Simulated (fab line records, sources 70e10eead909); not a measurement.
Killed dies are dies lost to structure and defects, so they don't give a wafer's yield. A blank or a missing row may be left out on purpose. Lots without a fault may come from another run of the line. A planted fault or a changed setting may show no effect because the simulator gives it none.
fab line records | flow nand_harc
record lots=13 wafers=39 last_day=31
route steps=1302 shown A_STAIRCASE@785
lots that met no fault: from a run of the same line without faults
start_h: hours from the record's first day to the start of the lot's first wafer shown | wait_h: hours since the lot's step before | " the same as in the row above | L1.1+2: a row that stands for several wafers | - no value, or no start given | * or withheld: withheld | < > ~ a bound
route shown NAME@n: a module of which the file shows steps, and the number in the route of the first | usual: mean/standard deviation of fault-free wafers | same: alike in all rows | chamber/n: place in a boat | sites: the reading at each site | _std_site: their standard deviation | _edge_site: outer sites' mean less inner sites' | radius_mm: how far each site lies from the wafer's centre | mask NAME#n: copy n | behind: the tool/chamber that last shaped the wafer | hold: why the lot was held/for how many hours/how that ended | device: the transistor (n, p or np) that didn't switch | end of line: the same wafers' tests at the end of the route | a step without rows: its recipe alone | killed: dies lost to structure and defects at the first sort, not the wafer's yield | map: a wafer's dies, x killed, . not, _ none there
set.NAME: the setting as run; set.NAME@STEP: as run at that earlier step | model.NAME: the simulator's own value behind a step, which no gauge read
steps of the route over a sample of lots; a table a step, a row a wafer
services: from which hour (start_h, from the record's first day; less than 0 if before it) a tool's chamber was out of use, for how many hours, and why
## steps
# step NHARC_A_STAIRCASE_ETCH_271
# recipe cf4_flow_sccm=100 chf3_flow_sccm=30 ar_flow_sccm=0 rf_w=500 bias_w=200 chemistry=CF4/CHF3
# usual chamber_pressure_mTorr=24.999/0.023 drypump_motor_current_A=5.6/0.45 oes_product_au=0.955/0.021 rf_vpp_V=370.8/1.9 showerhead_plenum_p_Torr=1.58/0.052 throttle_valve_pct=16.804/0.0091
# columns lot.wafer tool chamber start_h wait_h chamber_pressure_mTorr drypump_motor_current_A oes_product_au rf_hours_counter_h rf_vpp_V showerhead_plenum_p_Torr throttle_valve_pct
L347.1 rie_diel-03 1 377.78 0.1 25.037 5.7 0.959 26 368.5 1.51 16.797
L347.4 " 1 " " 24.993 5.7 0.958 - 368.5 1.51 16.803
L347.6 " 3 " " 25.011 5.9 0.929 - 374.1 1.64 16.794
L346.2 rie_diel-09 3 379.26 0.1 24.999 5.6 0.970 15 371.8 1.61 16.802
L346.1 " 2 " " 24.967 5.2 0.979 15 369.6 1.53 16.798
L346.5 " 0 " " 25.005 5.2 0.965 - 369.3 1.55 16.799
L348.4 rie_diel-09 1 393.33 0.1 24.979 6.0 0.924 16 371.1 1.63 16.788
L348.2 " 2 " " 25.017 5.2 0.930 19 368.6 1.53 16.803
L348.3 " 3 " " 24.976 5.6 0.931 19 370.8 1.61 16.802
L349.2 rie_diel-09 0 397.90 0.1 25.032 5.2 0.992 23 368.5 1.55 16.803
L349.1 " 1 " " 24.985 6.0 0.966 19 372.0 1.63 16.787
L349.3 " 3 " " 24.992 5.6 0.985 21 372.8 1.61 16.801
L350.1 rie_diel-03 2 399.05 0.1 25.024 5.3 0.962 29 373.2 1.64 16.812
L350.2 " 1 " " 25.041 5.7 0.953 33 368.5 1.50 16.807
L350.6 " 3 " " 25.004 5.9 0.967 - 371.9 1.64 16.814
L351.2 rie_diel-03 2 430.40 0.1 25.016 5.3 0.988 39 372.1 1.64 16.787
L351.6 " 3 " " 24.992 5.9 0.982 - 373.2 1.63 16.793
L351.5 " 0 " " 24.993 5.9 0.957 - 368.6 1.48 16.821
L352.2 rie_diel-09 2 437.74 0.1 25.031 5.2 0.930 33 369.0 1.53 16.815
L352.1 " 1 " " 24.980 6.0 0.922 32 372.3 1.63 16.813
L352.4 " 3 " " 25.004 5.6 0.935 - 372.3 1.61 16.799
L354.4 rie_diel-03 3 457.99 0.1 24.979 5.9 0.955 52 372.3 1.63 16.801
L354.2 " 0 " " 24.996 5.9 0.952 54 367.4 1.48 16.786
L354.5 " 2 " " 25.007 5.4 0.934 - 373.0 1.64 16.815
L356.4 rie_diel-09 0 470.59 0.1 24.991 5.2 0.980 41 371.0 1.55 16.813
L356.1 " 1 " " 24.991 6.0 0.972 44 374.3 1.63 16.797
L356.6 " 0 " " 24.987 5.2 0.982 - 369.6 1.54 16.804
L358.1 rie_diel-10 1 490.57 0.1 25.031 6.4 0.977 23 369.8 1.57 16.805
L358.2 " 2 " " 25.016 6.0 0.951 23 374.6 1.66 16.805
L358.5 " 1 " " 24.943 6.4 0.970 - 370.1 1.57 16.807
L359.2 rie_diel-03 0 494.27 0.1 24.999 5.9 0.937 4 369.3 1.48 16.801
L359.5 " 3 " " 24.947 5.9 0.931 - 372.3 1.63 16.813
L359.6 " 0 " " 24.984 5.9 0.948 - 367.7 1.48 16.809
L357.1 rie_diel-09 0 494.63 0.1 25.052 5.2 0.947 50 369.4 1.54 16.819
L357.2 " 2 " " 24.967 5.2 0.941 52 370.0 1.52 16.795
L357.5 " 0 " " 24.987 5.2 0.950 - 370.5 1.54 16.814
L364.4 rie_diel-09 1 548.78 0.1 25.005 6.0 0.948 8 370.7 1.62 16.791
L364.1 " 3 " " 24.989 5.6 0.967 11 371.5 1.60 16.793
L364.6 " 0 " " 24.963 5.2 0.982 - 370.3 1.54 16.793
# step NHARC_A_STAIRCASE_HM_OPEN_457
# recipe o2_flow_sccm=400 cos_flow_sccm=20 ar_flow_sccm=0 rf_w=500 bias_w=300 chemistry=O2/COS
# usual chamber_pressure_mTorr=20.002/0.018 drypump_motor_current_A=5.6/0.45 oes_product_au=0.999/0.0097 rf_vpp_V=467.3/2.2 showerhead_plenum_p_Torr=3.13/0.1 throttle_valve_pct=28.331/0.0085
# columns lot.wafer tool chamber start_h wait_h chamber_pressure_mTorr drypump_motor_current_A oes_product_au rf_hours_counter_h rf_vpp_V showerhead_plenum_p_Torr throttle_valve_pct
L347.1 rie_diel-03 0 - - 20.013 5.9 0.999 29 464.0 2.95 28.338
L347.6 " 0 " " 20.024 5.9 1.002 - 462.8 2.95 28.344
L347.4 " 3 " " 19.988 5.9 1.002 - 469.8 3.25 28.335
L346.1 rie_diel-09 0 - - 19.991 5.2 1.001 17 466.3 3.08 28.339
L346.2 " 3 " " 20.005 5.6 1.004 15 467.8 3.20 28.328
L346.5 " 1 " " 19.975 6.0 1.000 - 469.7 3.24 28.342
L348.4 rie_diel-09 0 - - 19.966 5.2 0.999 21 467.8 3.08 28.329
L348.3 " 2 " " 20.000 5.2 0.999 19 464.3 3.03 28.323
L348.2 " 3 " " 19.998 5.6 0.999 19 468.1 3.20 28.328
L349.2 rie_diel-09 1 - - 20.015 6.0 0.999 19 470.5 3.24 28.340
L349.3 " 2 " " 20.018 5.2 0.998 22 465.4 3.03 28.347
L349.1 " 3 " " 20.000 5.6 1.008 21 470.1 3.19 28.323
L350.2 rie_diel-03 0 - - 20.000 6.0 0.993 36 462.9 2.95 28.323
L350.1 " 1 " " 20.019 5.7 0.997 33 465.4 2.98 28.334
L350.6 " 2 " " 20.000 5.4 0.990 - 470.5 3.25 28.318
L351.2 rie_diel-03 3 - - 19.989 5.9 1.013 45 468.6 3.24 28.324
L351.5 " 1 " " 20.001 5.7 0.998 - 463.6 2.98 28.322
L351.6 " 2 " " 19.993 5.4 1.012 - 469.2 3.25 28.343
L352.2 rie_diel-09 3 - - 19.996 5.6 1.004 31 468.3 3.19 28.324
L352.1 " 1 " " 19.997 6.0 1.002 32 467.8 3.23 28.330
L352.4 " 1 " " 20.007 6.0 0.998 - 470.1 3.23 28.339
L354.4 rie_diel-03 1 - - 20.030 5.7 0.994 51 464.1 2.98 28.320
L354.2 " 0 " " 20.008 5.9 0.999 54 464.4 2.94 28.334
L354.5 " 1 " " 20.010 5.7 0.998 - 465.6 2.98 28.335
L356.1 rie_diel-09 1 - - 20.017 6.0 0.991 44 469.5 3.23 28.343
L356.4 " 0 " " 19.988 5.2 1.007 41 466.0 3.06 28.319
L356.6 " 1 " " 20.000 6.0 0.992 - 469.3 3.23 28.337
L358.2 rie_diel-10 1 - - 19.987 6.4 0.997 24 465.9 3.11 28.324
L358.1 " 3 " " 19.992 4.7 0.997 22 466.5 3.09 28.328
L358.5 " 1 " " 19.970 6.4 1.001 - 465.6 3.11 28.340
L359.2 rie_diel-03 0 - - 19.997 6.0 1.003 4 464.4 2.94 28.325
L359.5 " 0 " " 20.044 6.0 1.007 - 462.8 2.94 28.330
L359.6 " 1 " " 19.979 5.7 0.990 - 463.9 2.97 28.336
L357.2 rie_diel-09 2 - - 20.012 5.2 1.012 52 465.4 3.02 28.324
L357.1 " 3 " " 19.976 5.6 0.998 50 469.0 3.18 28.320
L357.5 " 2 " " 20.021 5.2 1.015 - 464.7 3.02 28.327
L364.1 rie_diel-09 0 - - 20.027 5.2 1.008 9 465.9 3.06 28.319
L364.4 " 1 " " 20.012 6.0 0.989 8 470.9 3.22 28.322
L364.6 " 3 " " 19.992 5.7 1.002 - 469.1 3.17 28.318
# step NHARC_A_STAIRCASE_ETCH_452
# recipe target_depth_a=300 overetch_a=30 time_s=16.5 ion_energy_ev=100 cf4_flow_sccm=80 o2_flow_sccm=20 ar_flow_sccm=0 rf_w=300 bias_w=100 chemistry=CF4/O2
# usual chamber_pressure_mTorr=30.000/0.029 drypump_motor_current_A=5.6/0.5 oes_product_au=0.999/0.0092 rf_vpp_V=197.9/1.1 showerhead_plenum_p_Torr=1.34/0.045 throttle_valve_pct=13.398/0.0082
# columns lot.wafer tool chamber start_h wait_h chamber_pressure_mTorr drypump_motor_current_A oes_product_au rf_hours_counter_h rf_vpp_V showerhead_plenum_p_Torr throttle_valve_pct
L347.1 rie_diel-10 1 - - 30.086 6.4 1.003 39 199.5 1.34 13.408
L347.4 " 2 " " 29.987 6.1 0.991 43 199.7 1.42 13.394
L347.6 " 0 " " 29.979 5.4 1.008 - 197.1 1.35 13.393
L346.1 rie_diel-03 0 - - 30.007 5.9 0.996 33 196.8 1.26 13.401
L346.2 " 2 " " 30.001 5.3 0.998 24 197.2 1.39 13.388
L346.5 " 1 " " 30.006 5.7 0.991 - 197.4 1.28 13.409
L348.4 rie_diel-09 0 - - 30.006 5.2 1.016 27 197.1 1.31 13.389
L348.2 " 1 " " 30.005 6.0 1.012 24 198.0 1.39 13.401
L348.3 " 3 " " 30.039 5.6 1.012 24 199.5 1.37 13.399
L350.1 rie_diel-10 0 - - 30.006 5.5 1.004 45 198.1 1.34 13.399
L350.2 " 2 " " 30.044 6.0 0.999 51 199.3 1.42 13.407
L350.6 " 3 " " 30.033 4.7 0.992 - 197.6 1.33 13.403
L349.1 rie_diel-10 1 - - 29.950 6.4 0.997 46 196.5 1.34 13.392
L349.3 " 2 " " 30.020 6.1 0.995 54 200.1 1.42 13.397
L349.2 " 3 " " 29.955 4.7 1.001 51 196.4 1.33 13.395
L351.2 rie_diel-10 0 - - 29.960 5.4 0.989 2 198.1 1.34 13.398
L351.5 " 3 " " 30.013 4.7 0.988 - 197.6 1.33 13.387
L351.6 " 0 " " 29.989 5.4 0.988 - 198.3 1.34 13.395
L352.2 rie_diel-09 3 - - 30.022 5.6 0.998 34 198.0 1.36 13.396
L352.1 " 1 " " 29.985 6.0 0.992 35 198.7 1.38 13.392
L352.4 " 2 " " 29.980 5.2 1.001 - 198.1 1.29 13.397
L354.4 rie_diel-10 0 - - 30.001 5.4 1.003 16 197.9 1.34 13.397
L354.2 " 1 " " 29.985 6.4 0.996 16 196.4 1.33 13.403
L354.5 " 1 " " 30.001 6.4 1.005 - 197.2 1.33 13.411
L356.1 rie_diel-09 0 - - 29.956 5.2 1.013 45 197.9 1.31 13.400
L356.4 " 2 " " 29.993 5.2 1.013 49 197.2 1.29 13.399
L356.6 " 0 " " 30.017 5.2 1.018 - 196.8 1.31 13.409
L358.1 rie_diel-10 0 - - 29.984 5.4 1.004 25 197.6 1.34 13.397
L358.2 " 1 " " 30.023 6.4 0.991 26 199.4 1.33 13.412
L358.5 " 2 " " 29.983 6.1 0.992 - 199.1 1.41 13.422
L359.2 rie_diel-03 2 - - 29.996 5.4 1.000 5 198.3 1.39 13.387
L359.6 " 1 " " 29.946 5.7 0.993 - 195.3 1.27 13.399
L359.5 " 2 " " 29.971 5.4 1.011 - 199.1 1.39 13.396
L357.2 rie_diel-10 1 - - 30.000 6.4 0.997 27 197.9 1.33 13.389
L357.1 " 0 " " 30.012 5.5 0.998 26 198.6 1.34 13.399
L357.5 " 2 " " 30.001 6.0 0.998 - 199.6 1.41 13.402
L364.4 rie_diel-09 3 - - 29.962 5.6 1.001 13 197.0 1.36 13.410
L364.1 " 1 " " 30.030 6.0 0.986 10 198.7 1.38 13.398
L364.6 " 2 " " 30.019 5.2 0.987 - 195.0 1.29 13.406
# step NHARC_A_STAIRCASE_DEP_301
# recipe target_thk_a=300 target_thk_nm=30 temp_c=400 pressure_torr=3.5 flow_sccm=200 rf_w=350 material=SiON
# usual heater_power_w=751/95 rf_fwd_power_W=348.9/1.2 showerhead_vpp_V=1129/28 susceptor_temp_C=399.98/0.24
# columns lot.wafer tool chamber start_h wait_h heater_power_w rf_fwd_power_W showerhead_vpp_V since_wet_clean_h susceptor_temp_C
L347.1 pecvd-02 0 394.11 1.6 687 348.8 1150 154 399.76
L347.4 " 0 " " 679 349.9 1139 - 400.16
L347.6 " 1 " " 803 350.4 1109 - 399.99
L346.1 pecvd-01 2 394.81 1.6 587 347.9 1106 71 400.13
L346.2 " 0 " " 819 349.8 1160 71 400.21
L346.5 " 0 " " 849 350.5 1140 - 399.76
L348.2 pecvd-03 0 411.83 2.0 717 347.2 1058 33 400.08
L348.3 " 1 " " 655 347.5 1142 33 400.27
L348.4 " 0 " " 715 348.2 1078 - 400.17
L350.1 pecvd-03 1 412.91 1.6 591 349.7 1114 34 400.05
L350.2 " 2 " " 834 348.9 1109 34 399.42
L350.6 " 2 " " 692 348.5 1104 - 399.90
L349.1 pecvd-03 0 417.47 1.7 623 348.9 1064 38 400.56
L349.3 " 1 " " 653 347.1 1144 38 399.70
L349.2 " 2 " " 759 349.1 1138 39 399.61
L351.2 pecvd-01 0 441.03 1.2 817 350.3 1152 117 399.69
L351.5 " 0 " " 806 349.7 1145 - 400.01
L351.6 " 1 " " 998 348.4 1160 - 399.90
L352.1 pecvd-02 0 448.44 1.6 665 349.0 1150 27 400.33
L352.2 " 1 " " 736 347.8 1115 27 400.06
L352.4 " 0 " " 671 348.3 1157 - 399.97
L354.2 pecvd-02 0 474.41 1.3 722 349.7 1164 53 400.04
L354.4 " 1 " " 792 348.0 1110 - 399.40
L354.5 " 0 " " 711 349.2 1144 - 400.00
L356.1 pecvd-01 1 491.42 1.6 949 349.8 1160 167 400.14
L356.4 " 2 " " 699 350.1 1124 - 399.40
L356.6 " 1 " " 925 348.1 1160 - 400.19
L358.2 pecvd-02 1 501.53 1.4 791 350.2 1128 80 399.67
L358.1 " 2 " " 734 349.0 1142 80 399.66
L358.5 " 0 " " 697 348.1 1133 - 400.11
L359.2 pecvd-03 2 504.92 1.8 716 347.1 1119 126 400.48
L359.6 " 2 " " 746 347.6 1117 - 400.42
L359.5 " 0 " " 706 346.7 1075 - 400.01
L357.1 pecvd-02 0 505.17 1.6 642 349.7 1155 84 400.28
L357.2 " 1 " " 766 348.3 1099 84 400.01
L357.5 " 1 " " 766 350.3 1119 - 400.09
L364.1 pecvd-02 2 558.76 1.6 800 489.6 1322 137 399.96
L364.6 " 2 " " 789 491.2 1347 - 399.87
L364.4 " 0 " " 729 350.2 1152 - 399.96
## services
# columns tool chamber start_h hours kind
rie_diel-09 1 355.22 3.2 repair
pecvd-03 - 366.04 13.0 pm
rie_diel-10 1 369.32 8.0 repair
rie_diel-03 2 369.93 12.0 repair
rie_diel-03 3 370.39 2.1 repair
pecvd-02 - 372.54 2.8 repair
rie_diel-10 1 378.72 2.8 repair
rie_diel-09 - 387.69 0.7 repair
rie_diel-03 - 395.41 1.0 repair
pecvd-01 1 397.00 4.0 repair
rie_diel-03 1 403.32 2.8 repair
pecvd-01 - 406.79 8.3 repair
rie_diel-03 3 408.20 4.4 repair
pecvd-02 - 408.55 13.0 pm
rie_diel-09 0 431.92 13.8 repair
rie_diel-03 - 459.60 9.0 pm
pecvd-03 - 491.51 10.3 repair
pecvd-01 - 492.27 13.0 pm
rie_diel-09 - 502.82 9.0 pm
rie_diel-10 1 506.13 3.3 repair
rie_diel-09 - 533.00 1.8 repair
rie_diel-09 0 537.11 4.2 repair
pecvd-03 - 547.04 13.0 pm
rie_diel-10 3 552.44 4.8 repair
## key
first_sign step=NHARC_A_STAIRCASE_DEP_301 reading=rf_fwd_power_W direction=up sigmas=99+ usual=* struck=*
effect step=NHARC_A_STAIRCASE_DEP_301 reading=showerhead_vpp_V direction=up sigmas=7.3 usual=1129 struck=1334
met_at NHARC_A_STAIRCASE_DEP_301
struck_lots L364
struck_wafers L364.1,L364.6
later_rows_left_out L364.1,L364.6
sort_left_out L364.1,L364.6
tester_left_out L364
not_acting_at NHARC_A_STAIRCASE_ETCH_271,NHARC_A_STAIRCASE_HM_OPEN_457,NHARC_A_STAIRCASE_ETCH_452
onset_between 501.53 558.76
fault kind=process_parameter_drift tool=pecvd-02 chamber=2 onset_h=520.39 steps=NHARC_A_STAIRCASE_DEP_301 channel=rf_w offset=* shape=step end_h=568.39 acts_in=* stated=*
# tester_left_out: of these lots the tester's yield and bins aren't shown, on N5 and GAA mostly nor the transistor test; their killed dies are dies lost to structure and defects alone, not to doping, threshold or leakage, so they don't give the yield
# sort_left_out: the simulated sort isn't trusted on such a fault, so these wafers' sort isn't shown, and their yield isn't known
# later_rows_left_out: the simulator's readings of these wafers behind a module that went badly wrong aren't trusted and aren't shown, but for the sort
